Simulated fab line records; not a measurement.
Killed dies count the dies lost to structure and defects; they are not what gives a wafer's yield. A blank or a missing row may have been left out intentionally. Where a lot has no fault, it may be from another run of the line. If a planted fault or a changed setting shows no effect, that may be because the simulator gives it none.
Chamber matching + flow nandHarc + NHARC_A_STAIRCASE_DESCUM_219 on rieDiel-02 has 4 sister chambers
The step chemistry O2, time 3 s. 7 wafers are shown with their chamber, then 8 later ones without.

== WAFERS WITH THEIR CHAMBER ==
| wafer  | chamber | drypumpMotorCurrentA (A) | showerheadPlenumPTorr (Torr) |
|--------|---------|--------------------------|------------------------------|
| L081.4 | 3       | 5.2                      | 1.87                         |
| L081.5 | 3       | 5.2                      | 1.87                         |
| L088.3 | 0       | 5.1                      | 1.92                         |
| L091.1 | 0       | 5.1                      | 1.92                         |
| L091.3 | 1       | 6.3                      | 1.95                         |
| L091.4 | 2       | 6.3                      | 1.88                         |
| L092.1 | 1       | 6.4                      | 1.94                         |

== WAFERS WHOSE CHAMBER IS MISSING ==
| wafer  | drypumpMotorCurrentA (A) | showerheadPlenumPTorr (Torr) |
|--------|--------------------------|------------------------------|
| L092.4 | 6.3                      | 1.87                         |
| L092.6 | 6.3                      | 1.94                         |
| L093.2 | 5.2                      | 1.86                         |
| L093.4 | 5.1                      | 1.91                         |
| L093.6 | 6.3                      | 1.87                         |
| L095.2 | 6.3                      | 1.94                         |
| L095.4 | 5.2                      | 1.86                         |
| L095.6 | 6.3                      | 1.87                         |

== THE CHAMBER EACH PASSED THROUGH ==
| wafer  | from the rows above | in truth |
|--------|---------------------|----------|
| L092.4 | 2                   | 2        |
| L092.6 | 1                   | 1        |
| L093.2 | 3                   | 3        |
| L093.4 | 0                   | 0        |
| L093.6 | 2                   | 2        |
| L095.2 | 1                   | 1        |
| L095.4 | 3                   | 3        |
| L095.6 | 2                   | 2        |
8 of 8 placed correctly. Can't be placed from these rows: 0. Wrongly placed: 0.
How it was worked out, from the rows above alone: a wafer's distance from a chamber is the root of the sum, over the readings, of the square of ((its reading less the chamber's mean) divided by the reading's scatter). If the next closest chamber is less than 2 further off than the closest, the wafer can't be placed; otherwise it belongs to the closest. The mean given for a chamber averages the wafers shown for that chamber. The scatter is the square root of a quotient: the sum, over the shown wafers, of each reading's squared deviation from its chamber's mean, divided by wafers minus chambers.
